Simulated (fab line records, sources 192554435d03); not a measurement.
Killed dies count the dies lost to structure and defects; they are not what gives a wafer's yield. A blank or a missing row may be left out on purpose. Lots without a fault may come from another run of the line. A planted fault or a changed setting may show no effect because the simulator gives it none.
fab line records ; flow n5-finfet
[record] lots = 11; wafers = 32; last-day = 19
route steps=1938 shown MIM_TOP_LITHO@1847 MIM_TOP_ETCH@1851 PASSIVATION@1916
lots that met no fault: from a run of the same line without faults
start-h: the number of hours between the record's first day and the start of the first shown wafer of the lot ; wait-h: time in hours since the lot's previous step ; " repeats the value in the row above ; L1.1+2: one row covering several wafers at once ; - no value, or no start given ; * or withheld: withheld ; < > ~ a bound
route shown NAME@n: NAME is a module with steps in the file, n the number in the route of the first one ; usual: mean/standard deviation taken from wafers without a fault ; same: alike in all rows ; chamber/n: place in a boat ; sites: readings site by site ; _std_site: how widely they spread, as a standard deviation ; _edge_site: outer sites' mean less inner sites' ; radius-mm: how far each site lies from the wafer's centre ; mask NAME#n: copy n ; behind: the tool/chamber that last shaped the wafer ; hold: cause of the lot's hold/its duration in hours/its outcome ; device: the n, p or np transistor that did not switch ; end of line: at the end of the route, the tests of the same wafers ; for a step that has no rows: nothing shown but its recipe ; killed: dies lost to structure and defects at the first sort, not the wafer's yield ; map: a wafer's dies, marking killed ones x, the rest . and places with no die _
set.NAME: the setting that was run; set.NAME@STEP: the one run at that earlier step ; model.NAME: the simulator's own value behind a step, which no gauge read
a sample of lots followed through the steps of the route, with each step as a table and each wafer as a row
services: when a tool's chamber went out of use (start-h, in hours from the record's first day, below 0 if earlier), for how many hours, and the reason
[[steps]]
[step N5_MIM_TOP_LITHO_CD_MEAS_08]
[recipe] target-cd-nm = 2000; landing-energy-ev = 500; detector = se-inlens
[usual] cd-nm = 2000.7/1.8
[same] landing-energy-ev = 500
lot.wafer;tool;chamber;start-h;wait-h;cd-nm
L622.2;cd-sem-02;0;284.24;-;1999.8
L622.3;cd-sem-02;0;284.24;-;1999.6
L622.6;cd-sem-02;0;284.24;-;2000.5
L623.1;cd-sem-03;0;290.12;-;1997.8
L623.2;cd-sem-03;0;290.12;-;1996.4
L623.5;cd-sem-03;0;290.12;-;1998.0
L624.2;cd-sem-03;0;307.23;-;1998.9
L624.5;cd-sem-03;0;307.23;-;2002.1
L624.6;cd-sem-03;0;307.23;-;2000.3
L627.3;cd-sem-02;0;309.55;-;2001.2
L627.4;cd-sem-02;0;309.55;-;2002.2
L627.6;cd-sem-02;0;309.55;-;2001.3
L628.3;cd-sem-02;0;314.42;-;2001.9
L628.4;cd-sem-02;0;314.42;-;1999.9
L628.5;cd-sem-02;0;314.42;-;2004.1
L635.1;cd-sem-01;0;348.50;-;2002.7
L635.2;cd-sem-01;0;348.50;-;2002.7
L635.3;cd-sem-01;0;348.50;-;2000.0
L636.1;cd-sem-03;0;361.11;-;1997.3
L636.4;cd-sem-03;0;361.11;-;1997.6
L636.6;cd-sem-03;0;361.11;-;1999.9
L634.3;cd-sem-02;0;363.42;-;2000.2
L634.4;cd-sem-02;0;363.42;-;2000.7
L634.6;cd-sem-02;0;363.42;-;2001.0
L640.4;cd-sem-03;0;413.38;-;2000.4
L640.5;cd-sem-03;0;413.38;-;2002.3
L640.6;cd-sem-03;0;413.38;-;1999.0
L643.2;cd-sem-03;0;429.15;-;2001.8
L643.3;cd-sem-03;0;429.15;-;2001.5
L643.4;cd-sem-03;0;429.15;-;2000.3
L645.2;cd-sem-03;0;436.23;-;2000.8
L645.3;cd-sem-03;0;436.23;-;1999.8
[step N5_MIM_TOP_ETCH_ETCH_00]
[recipe] chemistry = Cl2/BCl3; target = TiN; target-depth-a = 385; ion-energy-ev = 150; pressure-mtorr = 10; icp-w = 1000; bias-w = 126; Cl2_flow_sccm = 53.25; bcl3-flow-sccm = 21.75; Ar_flow_sccm = 25
[usual] drypump-motor-current-A = 5.4/0.34; oes-product-au = 0.77/0.094; throttle-valve-pct = 22.86/0.26
lot.wafer;tool;chamber;start-h;wait-h;drypump-motor-current-A;oes-product-au;rf-hours-counter-h;throttle-valve-pct
L622.2;rie-metal-02;1;284.42;0.1;5.1;1.00;0;22.48
L622.3;rie-metal-02;1;284.42;0.1;5.2;1.02;-;22.48
L622.6;rie-metal-02;1;284.42;0.1;5.1;1.01;-;22.49
L623.1;rie-metal-03;0;290.30;0.1;5.1;0.68;88;22.81
L623.2;rie-metal-03;1;290.30;0.1;5.7;0.81;30;22.96
L623.5;rie-metal-03;0;290.30;0.1;5.1;0.67;-;22.82
L624.2;rie-metal-01;1;307.40;0.1;6.0;0.66;98;23.38
L624.5;rie-metal-01;1;307.40;0.1;6.0;0.66;-;23.36
L624.6;rie-metal-01;0;307.40;0.1;5.1;0.76;-;22.81
L627.3;rie-metal-01;0;309.77;0.1;5.1;0.77;-;22.82
L627.4;rie-metal-01;1;309.77;0.1;6.0;0.66;-;23.37
L627.6;rie-metal-01;1;309.77;0.1;6.0;0.66;-;23.36
L628.3;rie-metal-01;1;314.63;0.1;6.0;0.66;-;23.36
L628.4;rie-metal-01;0;314.63;0.1;5.1;0.78;-;22.80
L628.5;rie-metal-01;0;314.63;0.1;5.1;0.77;-;22.81
L635.1;rie-metal-01;1;348.67;0.1;6.0;0.66;101;23.39
L635.2;rie-metal-01;0;348.67;0.1;5.1;0.76;46;22.82
L635.3;rie-metal-01;0;348.67;0.1;5.1;0.76;-;22.80
L636.1;rie-metal-03;1;361.36;0.1;5.7;0.79;36;22.99
L636.4;rie-metal-03;1;361.36;0.1;5.7;0.79;-;22.99
L636.6;rie-metal-03;0;361.36;0.1;5.1;0.67;-;22.83
L634.3;rie-metal-03;0;363.63;0.1;5.1;0.66;-;22.82
L634.4;rie-metal-03;1;363.63;0.1;5.7;0.79;-;22.99
L634.6;rie-metal-03;0;363.63;0.1;5.1;0.67;-;22.83
L640.4;rie-metal-03;0;413.87;0.1;5.1;0.65;-;22.85
L640.5;rie-metal-03;0;413.87;0.1;5.1;0.64;-;22.83
L640.6;rie-metal-03;1;413.87;0.1;5.7;0.78;-;23.00
L643.2;rie-metal-01;0;429.69;0.1;5.2;0.73;55;22.83
L643.3;rie-metal-01;1;429.69;0.1;6.0;0.95;-;23.17
L643.4;rie-metal-01;0;429.69;0.1;5.1;0.74;-;22.83
L645.2;rie-metal-01;1;436.63;0.1;6.0;0.95;3;23.17
L645.3;rie-metal-01;1;436.63;0.1;6.0;0.94;-;23.17
[step N5_PASSIVATION_PECVD_35]
[recipe] material = SiNx; target-thk-a = 7000; temp-c = 400; precursor = SiH4/NH3/N2; pressure-torr = 4.9; rf-w = 1406; time-s = 151.3
[usual] heater-power-w = 446/100; showerhead-plenum-p-Torr = 8.68/0.086; throttle-valve-pct = 30.1/1.6
lot.wafer;tool;chamber;start-h;wait-h;heater-power-w;showerhead-plenum-p-Torr;throttle-valve-pct
L622.2;pecvd-04;2;291.10;0.1;487;8.71;28.4
L622.3;pecvd-04;1;291.10;0.1;533;8.76;30.3
L622.6;pecvd-04;0;291.10;0.1;631;8.55;32.5
L623.1;pecvd-04;0;299.38;0.1;542;8.54;32.6
L623.2;pecvd-04;1;299.38;0.1;526;8.78;30.6
L623.5;pecvd-04;1;299.38;0.1;373;8.77;30.5
L624.2;pecvd-04;2;314.82;0.1;365;8.72;28.6
L624.5;pecvd-04;0;314.82;0.1;574;8.53;32.8
L624.6;pecvd-04;2;314.82;0.1;435;8.72;28.6
L627.3;pecvd-01;2;315.56;0.1;350;8.76;29.3
L627.4;pecvd-01;0;315.56;0.1;463;8.59;29.7
L627.6;pecvd-01;1;315.56;0.1;451;8.77;29.3
L628.3;pecvd-04;2;320.42;0.1;498;8.70;28.2
L628.4;pecvd-04;1;320.42;0.1;372;8.74;30.4
L628.5;pecvd-04;0;320.42;0.1;465;8.55;32.5
L635.1;pecvd-04;2;354.80;0.1;413;8.75;28.4
L635.2;pecvd-04;1;354.80;0.1;424;8.77;30.6
L635.3;pecvd-04;0;354.80;0.1;554;8.54;32.6
L636.1;pecvd-04;0;366.83;0.1;536;8.53;32.5
L636.4;pecvd-04;1;366.83;0.1;446;8.78;30.6
L636.6;pecvd-04;0;366.83;0.1;591;8.53;32.4
L634.3;pecvd-01;1;369.96;0.1;502;8.76;29.1
L634.4;pecvd-01;1;369.96;0.1;517;8.75;29.1
L634.6;pecvd-01;2;369.96;0.1;220;8.75;29.6
L640.4;pecvd-02;0;419.26;0.1;310;8.73;31.3
L640.5;pecvd-02;1;419.26;0.1;517;8.72;29.2
L640.6;pecvd-02;2;419.26;0.1;333;8.69;28.3
L643.2;pecvd-01;2;438.20;0.1;317;8.74;29.9
L643.3;pecvd-01;1;438.20;0.1;447;8.73;29.1
L643.4;pecvd-01;2;438.20;0.1;339;8.75;30.2
L645.2;pecvd-04;2;443.23;0.1;374;8.72;28.7
L645.3;pecvd-04;1;443.23;0.1;495;8.76;27.3
[step N5_PASSIVATION_EXPOSE_41]
[recipe] mask-id = PASS_OPEN; na = 0.55; defocus-nm = 0; source-shape = conventional; sigma-outer = 0.8; polarization = unpolarized; target-cd-nm = 40000; dose-mj = 57.25
[usual] exposure-dose-mJ-cm2 = 57.25/0.052
lot.wafer;tool;chamber;start-h;wait-h;mask;exposure-dose-mJ-cm2
L622.2;krf-scanner-02;0;291.48;-;PASS_OPEN#0;57.23
L622.3;krf-scanner-02;0;291.48;-;PASS_OPEN#0;57.28
L622.6;krf-scanner-02;0;291.48;-;PASS_OPEN#0;57.24
L623.1;krf-scanner-01;0;299.75;-;PASS_OPEN#0;57.27
L623.2;krf-scanner-01;0;299.75;-;PASS_OPEN#0;57.20
L623.5;krf-scanner-01;0;299.75;-;PASS_OPEN#0;57.25
L624.2;krf-scanner-02;0;315.20;-;PASS_OPEN#0;57.37
L624.5;krf-scanner-02;0;315.20;-;PASS_OPEN#0;57.32
L624.6;krf-scanner-02;0;315.20;-;PASS_OPEN#0;57.20
L627.3;krf-scanner-01;0;315.95;-;PASS_OPEN#0;57.24
L627.4;krf-scanner-01;0;315.95;-;PASS_OPEN#0;57.17
L627.6;krf-scanner-01;0;315.95;-;PASS_OPEN#0;57.20
L628.3;krf-scanner-01;0;320.69;-;PASS_OPEN#0;57.26
L628.4;krf-scanner-01;0;320.69;-;PASS_OPEN#0;57.29
L628.5;krf-scanner-01;0;320.69;-;PASS_OPEN#0;57.24
L635.1;krf-scanner-02;0;355.06;-;PASS_OPEN#0;57.34
L635.2;krf-scanner-02;0;355.06;-;PASS_OPEN#0;57.19
L635.3;krf-scanner-02;0;355.06;-;PASS_OPEN#0;57.22
L636.1;krf-scanner-02;0;367.10;-;PASS_OPEN#0;55.30
L636.4;krf-scanner-02;0;367.10;-;PASS_OPEN#0;55.29
L636.6;krf-scanner-02;0;367.10;-;PASS_OPEN#0;55.29
L634.3;krf-scanner-02;0;370.23;-;PASS_OPEN#0;55.27
L634.4;krf-scanner-02;0;370.23;-;PASS_OPEN#0;55.27
L634.6;krf-scanner-02;0;370.23;-;PASS_OPEN#0;55.32
L640.4;krf-scanner-01;0;419.61;-;PASS_OPEN#0;57.27
L640.5;krf-scanner-01;0;419.61;-;PASS_OPEN#0;57.22
L640.6;krf-scanner-01;0;419.61;-;PASS_OPEN#0;57.25
L643.2;krf-scanner-01;0;438.52;-;PASS_OPEN#0;57.19
L643.3;krf-scanner-01;0;438.52;-;PASS_OPEN#0;57.26
L643.4;krf-scanner-01;0;438.52;-;PASS_OPEN#0;57.25
L645.2;krf-scanner-01;0;443.49;-;PASS_OPEN#0;57.24
L645.3;krf-scanner-01;0;443.49;-;PASS_OPEN#0;57.21
[step N5_PASSIVATION_CD_MEAS_44]
[recipe] target-cd-nm = 40000; landing-energy-ev = 500; detector = se-inlens
[usual] cd-nm = 39997/3.5
[same] landing-energy-ev = 500
lot.wafer;tool;chamber;start-h;wait-h;cd-nm
L622.2;cd-sem-02;0;291.66;-;40001
L622.3;cd-sem-02;0;291.66;-;40002
L622.6;cd-sem-02;0;291.66;-;40001
L623.1;cd-sem-03;0;299.93;-;39995
L623.2;cd-sem-03;0;299.93;-;39991
L623.5;cd-sem-03;0;299.93;-;40002
L624.2;cd-sem-03;0;315.38;-;39994
L624.5;cd-sem-03;0;315.38;-;39999
L624.6;cd-sem-03;0;315.38;-;39994
L627.3;cd-sem-01;0;316.12;-;39998
L627.4;cd-sem-01;0;316.12;-;39999
L627.6;cd-sem-01;0;316.12;-;39995
L628.3;cd-sem-03;0;320.86;-;39995
L628.4;cd-sem-03;0;320.86;-;39987
L628.5;cd-sem-03;0;320.86;-;39992
L635.1;cd-sem-03;0;355.24;-;39998
L635.2;cd-sem-03;0;355.24;-;39992
L635.3;cd-sem-03;0;355.24;-;40002
L636.1;cd-sem-02;0;367.28;-;39982
L636.4;cd-sem-02;0;367.28;-;39979
L636.6;cd-sem-02;0;367.28;-;39984
L634.3;cd-sem-01;0;370.40;-;39982
L634.4;cd-sem-01;0;370.40;-;39981
L634.6;cd-sem-01;0;370.40;-;39979
L640.4;cd-sem-02;0;419.77;-;39998
L640.5;cd-sem-02;0;419.77;-;40003
L640.6;cd-sem-02;0;419.77;-;40001
L643.2;cd-sem-03;0;438.69;-;40000
L643.3;cd-sem-03;0;438.69;-;39996
L643.4;cd-sem-03;0;438.69;-;40002
L645.2;cd-sem-03;0;443.67;-;39995
L645.3;cd-sem-03;0;443.67;-;39999
[[services]]
tool;chamber;start-h;hours;kind
krf-scanner-02;-;263.08;1.0;pm
pecvd-02;-;264.28;5.5;pm
krf-scanner-02;-;269.53;2.5;repair
krf-scanner-01;-;278.00;4.1;repair
rie-metal-01;0;295.29;6.3;repair
krf-scanner-01;-;306.98;1.3;pm
pecvd-04;1;307.59;2.1;scheduled-down
rie-metal-02;-;308.24;2.8;pm
rie-metal-02;0;311.09;7.3;repair
krf-scanner-02;-;318.54;0.8;pm
rie-metal-01;-;326.54;1.4;pm
rie-metal-02;-;334.54;0.1;repair
krf-scanner-01;-;338.84;1.0;pm
rie-metal-01;-;340.17;2.8;pm
krf-scanner-01;-;344.04;0.8;pm
krf-scanner-02;-;350.95;1.3;pm
krf-scanner-01;-;360.42;11.6;pm
pecvd-02;1;369.50;7.5;repair
krf-scanner-02;-;391.57;1.0;pm
pecvd-01;-;391.84;0.6;repair
pecvd-04;-;393.60;1.3;repair
krf-scanner-01;-;395.13;0.2;repair
pecvd-04;1;395.23;5.5;scheduled-down
pecvd-02;1;429.80;3.5;repair
[[key]]
[first-sign] step = N5_PASSIVATION_EXPOSE_41; reading = exposure-dose-mJ-cm2; direction = down; sigmas = 38; usual = 57.25; struck = 55.29
[effect] step = N5_PASSIVATION_CD_MEAS_44; reading = cd-nm; direction = down; sigmas = 4; usual = 39997; struck = 39981
met-at N5_PASSIVATION_EXPOSE_41
struck-lots L634,L636
not-acting-at N5_MIM_TOP_LITHO_CD_MEAS_08,N5_MIM_TOP_ETCH_ETCH_00,N5_PASSIVATION_PECVD_35
onset-between 355.06 367.10
[fault] kind = process-parameter-drift; tool = krf-scanner-02; chamber = -; onset-h = 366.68; steps = N5_PASSIVATION_EXPOSE_41; channel = dose-mj; offset = -1.9569; shape = step; acts-in = these-recipes-only; stated = 57.25
